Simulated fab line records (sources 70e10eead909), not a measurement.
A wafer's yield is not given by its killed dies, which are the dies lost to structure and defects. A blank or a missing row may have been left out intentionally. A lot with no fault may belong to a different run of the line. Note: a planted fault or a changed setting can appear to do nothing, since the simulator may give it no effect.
Chamber matching | flow nandHarc | 3 sister chambers for NHARC_A_SGD_CUT_DEP_00 on pecvd-03
The step deposits SiNx, target thk 50 nm. 14 wafers are shown with their chamber, then 7 later ones without.

## WAFERS WITH THEIR CHAMBER
wafer  | chamber | heaterPowerW (W)
L824.1 | 2       | 795
L824.2 | 1       | 705
L824.6 | 1       | 703
L827.3 | 0       | 594
L827.4 | 2       | 703
L827.5 | 1       | 766
L832.1 | 2       | 756
L832.3 | 0       | 565
L832.5 | 2       | 768
L840.2 | 0       | 590
L840.4 | 2       | 785
L840.6 | 0       | 591
L845.3 | 2       | 817
L845.5 | 0       | 602

SIGNATURES (averages over the wafers above)
reading      | chamber 0 | chamber 1 | chamber 2 | scatter within a chamber
heaterPowerW | 588.40    | 724.67    | 770.67    | 31.7
Rule: a wafer lies at a distance from a chamber equal to the root of the sum of squares, over the readings, of (its reading less the chamber's mean, divided by the reading's scatter). If the next closest chamber is less than 2 further off than the closest, the wafer can't be placed; otherwise it belongs to the closest. The scatter: the root of (the sum of the squares of (reading less its chamber's mean) over the shown wafers, divided by (wafers less chambers)).

## WAFERS WITH NO CHAMBER GIVEN
wafer  | heaterPowerW (W)
L845.6 | 807
L847.1 | 813
L847.2 | 627
L847.6 | 754
L846.1 | 825
L846.4 | 615
L846.6 | 818

## CHAMBER TAKEN BY EACH
wafer  | from the rows above     | in truth
L845.6 | can't be placed: 2 or 1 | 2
L847.1 | can't be placed: 2 or 1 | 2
L847.2 | can't be placed: 0 or 1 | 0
L847.6 | can't be placed: 2 or 1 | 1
L846.1 | can't be placed: 2 or 1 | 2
L846.4 | 0                       | 0
L846.6 | can't be placed: 2 or 1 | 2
Correct placement for 1 of the 7. Unplaceable from these rows: 6, with the true chamber sitting among the candidates in 6. 0 placed wrongly.
